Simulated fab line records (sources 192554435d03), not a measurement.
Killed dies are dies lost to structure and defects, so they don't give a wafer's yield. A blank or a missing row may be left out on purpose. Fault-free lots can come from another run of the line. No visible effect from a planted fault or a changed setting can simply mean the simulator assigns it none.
Code-filled problem report in 8D (eight disciplines) form / flow n5-finfet / the parts of the form that need people (team, actions taken, sign-off) are left out

1. WHAT IS WRONG
spin-speed-rpm at N5_BEOL_M8_COAT_59 reads a mean of 1458.3 rpm on 6 wafers of 2 lots; wafers without a fault read 1500.2 rpm with a standard deviation of 0.86. That puts it -49 standard deviations away from the usual mean.
The step: time 60 s, resist thk 100 nm.
Seen first at day 10 00:49 on litho-track-05, wafer L512.2. Wafers with a number at this step in the record: 36, from 12 lots. The rule behind "out" and "out of limits": a value lying over 4 standard deviations away from the usual mean. Any other wafer with a number is counted as sound.

2. WHAT IT IS, AND WHAT IT ISN'T
question=which readings at this step | is=spin-speed-rpm | is not=-
question=which lots | is=L512, L517 | is not=L510, L511, L513, L516, L525, L527, L528, L529, L530, L532
question=which wafers of those lots | is=all that have a number | is not=-
question=read on which tools | is=litho-track-05 | is not=litho-track-01, litho-track-04
question=when | is=from day 10 00:49 | is not=up to then (6 sound wafers); but 24 sound wafers of L513, L516, L525, L527, L528, L529, L530, L532 came after

3. SUSPECTS, AND WHAT RULES EACH OUT
Counting: a tool stays on the suspect list if, at a process step up to the reading, it processed all lots that are out and no sound lot following the first of them.
- rtp-anneal-02 at N5_BEOL_M7_ANNEAL_51 (time 90 s): ruled out as a lasting fault. Following L512 (day 9 21:16), the first lot on it that is out, the sound lots L516, L525, L527, L530, L529, L532 were run on it.
- litho-track-05 at N5_BEOL_M8_COAT_59 (time 60 s, resist thk 100 nm): ruled out as a lasting fault. Following L512 (day 10 00:49), the first lot on it that is out, the sound lots L525, L527 were run on it.
Left after counting: nothing in the record.

4. THE CAUSE (what the simulator had put in)
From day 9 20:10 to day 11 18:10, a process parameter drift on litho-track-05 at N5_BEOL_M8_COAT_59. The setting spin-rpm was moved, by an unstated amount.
Counting ruled it out, wrongly.

5. SEQUENCE OF EFFECTS, ordered by route
One row per reading whose mean, taken over the struck wafers that have a number, lies over 3 standard deviations from the usual. Scope: only readings with a usual standard deviation given in the record; hours: median across lots of the time from each lot's start at the first step in this table that gives one to its start at this step; sigmas: change in usual standard deviations.
hours=0; step=N5_BEOL_M8_COAT_59; reading=spin-speed-rpm; usual=1500.2 rpm; on struck wafers=1458.3; change=-41.9; sigmas=-49
It contains these process steps:
- N5_BEOL_M8_COAT_59: time 60 s, resist thk 100 nm.

6. WHAT WOULD HAVE CAUGHT IT SOONER
5 hours passed between the start of the fault at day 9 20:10 and the first reading out of limits in this record, taken at day 10 00:49.
